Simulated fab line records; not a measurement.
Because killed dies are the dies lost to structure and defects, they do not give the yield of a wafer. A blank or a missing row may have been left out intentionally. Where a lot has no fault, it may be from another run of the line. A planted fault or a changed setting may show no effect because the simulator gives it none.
Chamber matching / flow nand-harc / 4 sister chambers for NHARC_THIN_TSV_CMP_01 on cmp-04
The step polishes. 14 wafers are shown with their chamber, then 7 later ones without.

== WAFERS WITH THEIR CHAMBER ==
wafer=L571.1; chamber=2; motor-current-A (A)=10.0
wafer=L571.2; chamber=3; motor-current-A (A)=12.5
wafer=L571.6; chamber=1; motor-current-A (A)=13.1
wafer=L570.1; chamber=0; motor-current-A (A)=9.5
wafer=L570.3; chamber=3; motor-current-A (A)=12.4
wafer=L570.4; chamber=1; motor-current-A (A)=12.2
wafer=L572.2; chamber=3; motor-current-A (A)=12.6
wafer=L572.3; chamber=2; motor-current-A (A)=10.8
wafer=L572.4; chamber=1; motor-current-A (A)=13.8
wafer=L576.1; chamber=1; motor-current-A (A)=14.2
wafer=L576.2; chamber=3; motor-current-A (A)=12.4
wafer=L576.6; chamber=2; motor-current-A (A)=10.1
wafer=L582.2; chamber=2; motor-current-A (A)=9.8
wafer=L582.4; chamber=1; motor-current-A (A)=13.2

SIGNATURES (means of the wafers above)
reading=motor-current-A; chamber 0=9.500; chamber 1=13.300; chamber 2=10.175; chamber 3=12.475; scatter within a chamber=0.54
Rule: distance of a wafer from a chamber = root of the sum over the readings of ((wafer's reading minus chamber's mean) / reading's scatter) squared. If the next closest chamber is less than 2 further off than the closest, the wafer can't be placed; otherwise it belongs to the closest. The scatter is the square root of a quotient: the sum, over the shown wafers, of each reading's squared deviation from its chamber's mean, divided by wafers minus chambers.

== WAFERS WHOSE CHAMBER IS MISSING ==
wafer=L582.5; motor-current-A (A)=10.0
wafer=L583.1; motor-current-A (A)=12.8
wafer=L583.2; motor-current-A (A)=10.1
wafer=L583.5; motor-current-A (A)=10.0
wafer=L581.1; motor-current-A (A)=9.8
wafer=L581.3; motor-current-A (A)=13.0
wafer=L581.6; motor-current-A (A)=13.0

== EACH ONE'S CHAMBER ==
wafer=L582.5; from the rows above=can't be placed: 2 or 0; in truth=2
wafer=L583.1; from the rows above=can't be placed: 3 or 1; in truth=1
wafer=L583.2; from the rows above=can't be placed: 2 or 0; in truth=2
wafer=L583.5; from the rows above=can't be placed: 2 or 0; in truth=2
wafer=L581.1; from the rows above=can't be placed: 0 or 2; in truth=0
wafer=L581.3; from the rows above=can't be placed: 1 or 3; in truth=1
wafer=L581.6; from the rows above=can't be placed: 1 or 3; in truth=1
Correctly placed: 0 of 7. These rows do not allow placing 7 (true chamber among the candidates in 7). Number placed wrongly: 0.
